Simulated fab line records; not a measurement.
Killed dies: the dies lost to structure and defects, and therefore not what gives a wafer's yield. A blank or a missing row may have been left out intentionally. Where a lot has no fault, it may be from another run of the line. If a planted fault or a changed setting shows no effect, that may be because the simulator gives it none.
The same fault as seen by 2 desks | flow n5-finfet | each desk holds nothing but its own numbers, with what lay behind them at the end

## FROM THE METROLOGY DESK
What the gauges read, lot by lot, whatever tool the lot ran on: means of the sampled wafers that have a number. Marked OUT: a lot whose mean sits more than 4 standard deviations from the usual mean, which makes it out of limits; the brackets give that distance.
Columns: A = cd-nm at N5_BEOL_M6_CD_MEAS_28, usual 40.02 nm; B = V5_OVL at N5_BEOL_M6_OVL_MEAS_29, usual -0.5 nm
lot  | first seen here | A     | B
L299 | day 9 12:50     | 40.07 | -0.5
L312 | day 11 22:10    | 40.10 | -0.9
L315 | day 13 21:05    | 39.69 | -0.1
L316 | day 13 23:01    | 40.03 | -0.9
L318 | day 13 23:16    | 40.16 | -1.0
L320 | day 14 01:43    | 40.09 | 0.1
L317 | day 14 01:53    | 40.27 | -0.3
This desk's verdict: no lot among the 7 shows anything out of limits.

## DESK OF THE TOOL OWNER: rie-diel-05
The tool's own readings at N5_BEOL_M6_VIA_ETCH_34 (etches SiCOH lowk in C4F6/O2, target depth 126.3 nm, time 50.9 s): means of the sampled wafers that have a number, for each lot that ran on this tool. Marked OUT: a lot whose mean sits more than 4 standard deviations from the usual mean, which makes it out of limits; the brackets give that distance.
Columns: A = drypump-motor-current-A at N5_BEOL_M6_VIA_ETCH_34, usual 5.9 A; B = oes-product-au at N5_BEOL_M6_VIA_ETCH_34, usual 0.79 a.u.; C = rf-vpp-V at N5_BEOL_M6_VIA_ETCH_34, usual 669 V; D = showerhead-plenum-p-Torr at N5_BEOL_M6_VIA_ETCH_34, usual 2.91 Torr; E = throttle-valve-pct at N5_BEOL_M6_VIA_ETCH_34, usual 20.9 %
lot  | first seen here | A   | B    | C   | D    | E
L312 | day 11 22:42    | 5.9 | 0.82 | 665 | 2.90 | 20.5
L315 | day 13 21:23    | 5.7 | 0.52 | 671 | 2.89 | 21.1
L316 | day 13 23:44    | 5.8 | 0.55 | 668 | 2.89 | 20.8
L317 | day 14 02:29    | 6.0 | 0.59 | 664 | 2.94 | 20.7
This desk's verdict: no lot among the 4 shows anything out of limits.

## ALL TOGETHER
From the metrology desk's view, nothing was out of limits.
The tool owner's desk saw nothing out of limits.

## WHAT HAD BEEN PUT IN BY THE SIMULATOR
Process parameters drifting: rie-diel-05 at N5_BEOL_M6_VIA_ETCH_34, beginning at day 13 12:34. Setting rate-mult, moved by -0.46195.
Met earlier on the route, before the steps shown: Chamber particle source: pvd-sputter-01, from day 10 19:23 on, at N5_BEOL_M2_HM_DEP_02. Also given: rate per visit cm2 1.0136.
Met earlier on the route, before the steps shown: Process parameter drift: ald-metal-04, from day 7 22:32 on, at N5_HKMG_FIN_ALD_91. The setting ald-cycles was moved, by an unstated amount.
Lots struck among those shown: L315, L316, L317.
